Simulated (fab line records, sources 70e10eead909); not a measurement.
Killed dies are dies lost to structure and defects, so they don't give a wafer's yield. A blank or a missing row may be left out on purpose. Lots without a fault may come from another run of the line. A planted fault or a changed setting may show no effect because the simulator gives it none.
Chamber matching | flow nand_harc | NHARC_P_BONDPAD_DESCUM_11 on rie_diel-11: 4 sister chambers
The step chemistry O2, time 3 s. 4 wafers are shown with their chamber, then 9 later ones without.

WAFERS WITH THEIR CHAMBER
wafer  | chamber | drypump_motor_current_A (A)
L083.3 | 3       | 6.0
L085.2 | 0       | 5.4
L090.5 | 1       | 6.4
L090.6 | 2       | 5.1

WAFERS WITHOUT THEIR CHAMBER
wafer  | drypump_motor_current_A (A)
L093.2 | 5.0
L093.4 | 6.4
L093.5 | 6.4
L094.2 | 5.1
L094.4 | 6.0
L094.5 | 6.0
L097.1 | 5.9
L097.2 | 5.4
L097.5 | 6.0

WHICH CHAMBER EACH WENT THROUGH
wafer  | from the rows above | in truth
L093.2 | 2                   | 2
L093.4 | 1                   | 1
L093.5 | 1                   | 1
L094.2 | 2                   | 2
L094.4 | 3                   | 3
L094.5 | 3                   | 3
L097.1 | 3                   | 3
L097.2 | 0                   | 0
L097.5 | 3                   | 3
Placed correctly: 9 of 9. Can't be placed from these rows: 0. Placed wrongly: 0.
How it was worked out, from the rows above alone: a wafer's distance from a chamber is the root of the sum, over the readings, of the square of ((its reading less the chamber's mean) divided by the reading's scatter). The wafer belongs to the nearest chamber; if the next one is less than 2 further off, it can't be placed. A chamber's mean is the mean of its shown wafers. The scatter: with one shown wafer a chamber, the root of the mean of the squares of how far each hidden wafer lies from its nearest shown one.
